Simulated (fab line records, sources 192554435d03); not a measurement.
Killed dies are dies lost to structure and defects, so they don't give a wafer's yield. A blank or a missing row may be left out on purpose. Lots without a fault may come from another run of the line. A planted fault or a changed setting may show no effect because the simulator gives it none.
Which tool did it? | flow n5_finfet | 24 lots, 72 wafers sampled, at 5 steps of a route of 1938

WHAT THE GAUGES READ, wafer by wafer
N5_BEOL_M9_CD_MEAS_11: target cd 64.1 nm. Usual: cd_nm 64.0 nm, standard deviation 0.45.
lot  | measured     | on        | cd_nm (nm)     | flag
L074 | day 9 15:17  | cd_sem-02 | 64.1 63.9 64.0 |
L075 | day 10 01:11 | cd_sem-02 | 64.8 64.8 64.3 |
L076 | day 10 12:07 | cd_sem-03 | 63.8 64.0 63.5 |
L077 | day 10 12:10 | cd_sem-02 | 64.8 63.9 63.8 |
L078 | day 10 20:44 | cd_sem-02 | 64.5 64.6 64.0 |
L079 | day 10 23:20 | cd_sem-03 | 63.7 63.9 64.0 |
L080 | day 11 03:51 | cd_sem-02 | 64.1 63.8 64.0 |
L081 | day 11 07:01 | cd_sem-02 | 64.0 63.8 63.3 |
L083 | day 11 14:36 | cd_sem-02 | 64.6 64.0 64.3 |
L082 | day 11 14:46 | cd_sem-03 | 64.9 64.6 64.3 |
L084 | day 12 02:49 | cd_sem-03 | 63.3 63.7 63.7 |
L085 | day 12 11:45 | cd_sem-01 | 64.3 64.0 64.8 |
L086 | day 12 15:20 | cd_sem-02 | 63.7 63.9 64.7 |
L087 | day 12 19:45 | cd_sem-03 | 64.4 64.3 63.9 |
L089 | day 13 07:30 | cd_sem-03 | 63.9 64.4 64.2 |
L090 | day 13 15:04 | cd_sem-01 | 63.3 63.8 63.5 |
L088 | day 13 18:20 | cd_sem-03 | 63.9 64.4 63.9 |
L093 | day 14 00:19 | cd_sem-03 | 63.8 64.2 64.2 |
L091 | day 14 06:40 | cd_sem-03 | 64.2 63.9 64.1 |
L092 | day 14 10:30 | cd_sem-03 | 63.6 63.5 63.8 |
L094 | day 14 12:40 | cd_sem-03 | 64.0 63.8 64.4 |
L095 | day 14 19:41 | cd_sem-01 | 63.1 63.4 63.4 |
L096 | day 15 13:37 | cd_sem-01 | 63.3 63.9 63.6 |
L097 | day 15 22:34 | cd_sem-03 | 63.1 63.6 63.4 |

N5_BEOL_M9_OCD_MEAS_38. Usual: trench_depth_nm 151.1 nm, standard deviation 2.4.
lot  | measured     | on     | trench_depth_nm (nm) | flag
L074 | day 9 16:56  | ocd-01 | 151.9 151.1 153.0    |
L075 | day 10 03:04 | ocd-02 | 152.7 153.9 148.5    |
L076 | day 10 14:01 | ocd-02 | 151.2 154.6 154.1    |
L077 | day 10 13:44 | ocd-01 | 152.1 149.1 152.2    |
L078 | day 10 23:10 | ocd-02 | 149.3 149.9 150.0    |
L079 | day 11 00:53 | ocd-02 | 149.1 150.0 151.0    |
L080 | day 11 06:56 | ocd-01 | 150.8 150.2 150.6    |
L081 | day 11 10:39 | ocd-02 | 150.4 150.2 148.2    |
L083 | day 11 16:22 | ocd-01 | 152.2 149.8 149.8    |
L082 | day 11 16:32 | ocd-01 | 153.3 148.9 155.3    |
L084 | day 12 04:32 | ocd-01 | 148.7 151.6 150.0    |
L085 | day 12 16:38 | ocd-02 | 149.2 150.9 148.2    |
L086 | day 12 19:22 | ocd-02 | 153.7 149.9 152.6    |
L087 | day 13 02:34 | ocd-01 | 156.5 149.9 151.9    |
L089 | day 13 09:22 | ocd-02 | 148.2 152.4 148.0    |
L090 | day 13 17:34 | ocd-02 | 148.6 153.7 155.7    |
L088 | day 13 20:01 | ocd-02 | 153.1 149.5 151.7    |
L093 | day 14 01:59 | ocd-02 | 149.3 148.7 152.0    |
L091 | day 14 09:22 | ocd-02 | 151.1 148.3 154.9    |
L092 | day 14 12:10 | ocd-02 | 146.7 153.5 147.0    |
L094 | day 14 14:29 | ocd-02 | 149.7 151.6 156.5    |
L095 | day 14 22:35 | ocd-02 | 152.2 149.5 149.7    |
L096 | day 15 15:52 | ocd-01 | 150.8 150.5 149.7    |
L097 | day 16 01:41 | ocd-01 | 150.4 152.5 152.2    |

N5_BEOL_M9_INSPECT_58: inspects for defects (darkfield). Usual: raw_defect_count 69, standard deviation 25.
lot  | measured     | on                | raw_defect_count | flag
L074 | day 9 22:55  | defect_inspect-01 | 71 52 65         |
L075 | day 10 08:13 | defect_inspect-01 | 35 79 40         |
L076 | day 10 19:51 | defect_inspect-02 | 36 57 44         |
L077 | day 10 18:07 | defect_inspect-02 | 62 41 68         |
L078 | day 11 01:54 | defect_inspect-01 | 182 82 50        |
L079 | day 11 02:57 | defect_inspect-02 | 55 57 58         |
L080 | day 11 09:56 | defect_inspect-02 | 53 43 51         |
L081 | day 11 14:04 | defect_inspect-02 | 70 65 79         |
L083 | day 11 20:58 | defect_inspect-02 | 59 95 96         |
L082 | day 11 21:26 | defect_inspect-02 | 109 91 95        |
L084 | day 12 07:49 | defect_inspect-01 | 56 53 93         |
L085 | day 12 19:16 | defect_inspect-02 | 77 85 80         |
L086 | day 12 22:11 | defect_inspect-01 | 85 78 134        |
L087 | day 13 05:29 | defect_inspect-02 | 33 34 48         |
L089 | day 13 11:53 | defect_inspect-01 | 58 50 66         |
L090 | day 13 20:16 | defect_inspect-02 | 56 67 103        |
L088 | day 13 22:19 | defect_inspect-01 | 107 61 73        |
L093 | day 14 05:09 | defect_inspect-02 | 52 63 48         |
L091 | day 14 13:03 | defect_inspect-01 | 48 48 100        |
L092 | day 14 15:53 | defect_inspect-01 | 58 28 54         |
L094 | day 14 17:13 | defect_inspect-01 | 78 75 103        |
L095 | day 15 01:29 | defect_inspect-01 | 88 39 67         |
L096 | day 15 18:07 | defect_inspect-01 | 58 102 67        |
L097 | day 16 06:44 | defect_inspect-02 | 46 42 24         |

WHICH TOOL RAN EACH LOT (tool, then ch and the chambers of the sampled wafers, then the start)
lot  | N5_BEOL_M9_STRIP_36                | N5_BEOL_M9_PRE_CLEAN_45
L074 | rie_diel-02 ch 1,3, day 9 16:43    | pvd_sputter-02, day 9 17:45
L075 | rie_diel-02 ch 0,1,3, day 10 02:50 | pvd_sputter-03, day 10 03:53
L076 | rie_diel-02 ch 0,1,3, day 10 13:48 | pvd_sputter-01, day 10 14:35
L077 | rie_diel-04 ch 2,3, day 10 13:31   | pvd_sputter-03, day 10 14:27
L078 | rie_diel-04 ch 1,3, day 10 22:56   | pvd_sputter-02, day 10 23:58
L079 | rie_diel-04 ch 0,1,2, day 11 00:40 | pvd_sputter-01, day 11 01:26
L080 | rie_diel-03 ch 0,2,3, day 11 06:43 | pvd_sputter-03, day 11 07:48
L081 | rie_diel-04 ch 0,3, day 11 10:26   | pvd_sputter-02, day 11 11:19
L083 | rie_diel-04 ch 1,2,3, day 11 16:10 | pvd_sputter-03, day 11 16:56
L082 | rie_diel-02 ch 0,2,3, day 11 16:19 | pvd_sputter-02, day 11 18:13
L084 | rie_diel-04 ch 2,3, day 12 04:19   | pvd_sputter-02, day 12 05:53
L085 | rie_diel-04 ch 1,2,3, day 12 16:25 | pvd_sputter-02, day 12 17:11
L086 | rie_diel-04 ch 0,2, day 12 19:10   | pvd_sputter-02, day 12 20:33
L087 | rie_diel-03 ch 0,1,2, day 13 02:21 | pvd_sputter-02, day 13 03:11
L089 | rie_diel-04 ch 0,1,2, day 13 09:08 | pvd_sputter-03, day 13 10:06
L090 | rie_diel-02 ch 0,2,3, day 13 17:21 | pvd_sputter-03, day 13 18:11
L088 | rie_diel-04 ch 0,2, day 13 19:49   | pvd_sputter-01, day 13 20:43
L093 | rie_diel-04 ch 0,1,2, day 14 01:46 | pvd_sputter-03, day 14 02:55
L091 | rie_diel-04 ch 1,2,3, day 14 09:09 | pvd_sputter-01, day 14 10:28
L092 | rie_diel-04 ch 1,3, day 14 11:56   | pvd_sputter-01, day 14 12:52
L094 | rie_diel-03 ch 0,1, day 14 14:16   | pvd_sputter-03, day 14 15:10
L095 | rie_diel-02 ch 0,1, day 14 22:22   | pvd_sputter-02, day 14 23:23
L096 | rie_diel-03 ch 2,3, day 15 15:38   | pvd_sputter-03, day 15 16:35
L097 | rie_diel-04 ch 2,3, day 16 01:28   | pvd_sputter-01, day 16 04:50
- N5_BEOL_M9_STRIP_36: strips in N2/H2.
- N5_BEOL_M9_PRE_CLEAN_45: time 30 s.

WHAT THE TOOLS THEMSELVES READ (means of the sampled wafers that have a number; where no wafer has one, the mark that the record gives instead)
N5_BEOL_M9_STRIP_36. Usual: bias_power_w 7.001 W, standard deviation 0.021; drypump_motor_current_A 5.8 A, standard deviation 0.35; oes_product_au 0.79 a.u., standard deviation 0.1; rf_vpp_V 59.1 V, standard deviation 1.5; showerhead_plenum_p_Torr 2.51 Torr, standard deviation 0.079; throttle_valve_pct 23.59 %, standard deviation 0.27.
lot  | tool        | bias_power_w (W) | drypump_motor_current_A (A) | oes_product_au (a.u.) | rf_vpp_V (V) | showerhead_plenum_p_Torr (Torr) | throttle_valve_pct (%) | flag
L074 | rie_diel-02 | 7.017            | 6.1                         | 0.88                  | 59.6         | 2.51                            | 23.22                  |
L075 | rie_diel-02 | 6.976            | 5.9                         | 0.81                  | 59.4         | 2.49                            | 23.47                  |
L076 | rie_diel-02 | 6.999            | 5.9                         | 0.81                  | 57.7         | 2.49                            | 23.46                  |
L077 | rie_diel-04 | 6.997            | 5.7                         | 0.86                  | 59.4         | 2.49                            | 23.63                  |
L078 | rie_diel-04 | 7.013            | 6.0                         | 0.73                  | 60.1         | 2.59                            | 23.67                  |
L079 | rie_diel-04 | 7.001            | 5.8                         | 0.79                  | 59.1         | 2.55                            | 23.66                  |
L080 | rie_diel-03 | 6.991            | 6.2                         | 0.74                  | 59.2         | 2.43                            | 23.68                  |
L081 | rie_diel-04 | 7.006            | 5.6                         | 0.69                  | 59.4         | 2.51                            | 23.87                  |
L083 | rie_diel-04 | 6.995            | 5.9                         | 0.78                  | 59.5         | 2.54                            | 23.67                  |
L082 | rie_diel-02 | 6.993            | 5.7                         | 0.85                  | 58.9         | 2.54                            | 23.42                  |
L084 | rie_diel-04 | 7.004            | 5.7                         | 0.84                  | 59.4         | 2.49                            | 23.66                  |
L085 | rie_diel-04 | 7.008            | 5.9                         | 0.77                  | 58.6         | 2.54                            | 23.67                  |
L086 | rie_diel-04 | 6.994            | 5.7                         | 0.83                  | 58.5         | 2.49                            | 23.67                  |
L087 | rie_diel-03 | 6.990            | 5.7                         | 0.78                  | 59.0         | 2.47                            | 23.55                  |
L089 | rie_diel-04 | 6.999            | 5.8                         | 0.76                  | 57.5         | 2.54                            | 23.68                  |
L090 | rie_diel-02 | 7.003            | 5.7                         | 0.83                  | 58.3         | 2.53                            | 23.44                  |
L088 | rie_diel-04 | 7.011            | 5.7                         | 0.82                  | 59.7         | 2.49                            | 23.66                  |
L093 | rie_diel-04 | 7.000            | 5.8                         | 0.76                  | 59.6         | 2.53                            | 23.70                  |
L091 | rie_diel-04 | 7.031            | 5.9                         | 0.87                  | 59.7         | 2.53                            | 23.55                  |
L092 | rie_diel-04 | 6.997            | 6.0                         | 0.81                  | 58.6         | 2.58                            | 23.59                  |
L094 | rie_diel-03 | 6.990            | 5.6                         | 0.78                  | 59.2         | 2.46                            | 23.45                  |
L095 | rie_diel-02 | 7.005            | 5.7                         | 0.72                  | 60.3         | 2.45                            | 23.69                  |
L096 | rie_diel-03 | 7.008            | 6.2                         | 0.71                  | 59.0         | 2.42                            | 23.87                  |
L097 | rie_diel-04 | 7.028            | 5.7                         | 0.89                  | 58.5         | 2.48                            | 23.57                  |

N5_BEOL_M9_PRE_CLEAN_45. Usual: heater_power_w 342 W, standard deviation 30.
lot  | tool           | heater_power_w (W) | flag
L074 | pvd_sputter-02 | 359                |
L075 | pvd_sputter-03 | 317                |
L076 | pvd_sputter-01 | 353                |
L077 | pvd_sputter-03 | 331                |
L078 | pvd_sputter-02 | 356                |
L079 | pvd_sputter-01 | 352                |
L080 | pvd_sputter-03 | 311                |
L081 | pvd_sputter-02 | 378                |
L083 | pvd_sputter-03 | 319                |
L082 | pvd_sputter-02 | 370                |
L084 | pvd_sputter-02 | 359                |
L085 | pvd_sputter-02 | 356                |
L086 | pvd_sputter-02 | 330                |
L087 | pvd_sputter-02 | 359                |
L089 | pvd_sputter-03 | 318                |
L090 | pvd_sputter-03 | 334                |
L088 | pvd_sputter-01 | 332                |
L093 | pvd_sputter-03 | 316                |
L091 | pvd_sputter-01 | 331                |
L092 | pvd_sputter-01 | 338                |
L094 | pvd_sputter-03 | 334                |
L095 | pvd_sputter-02 | 341                |
L096 | pvd_sputter-03 | 318                |
L097 | pvd_sputter-01 | 343                |

THE ANSWER, worked out from the rows above alone
Rule: a lot is off if the mean of its wafers that have a number lies more than 3 standard deviations from the usual mean. A lot without any number at a reading at which 4 lots or more have one is off too. The other lots that the step has rows for count as sound. The gauges are gone through in route order, then the tools' own readings, and for those a lot's mean is taken as printed above. The first step at which some lot is off is used, and at that step the reading that is off furthest; a lot without a number counts as furthest.
No lot is off at any reading shown: from this, nothing can be told.

WHAT THE SIMULATOR HAD PUT IN
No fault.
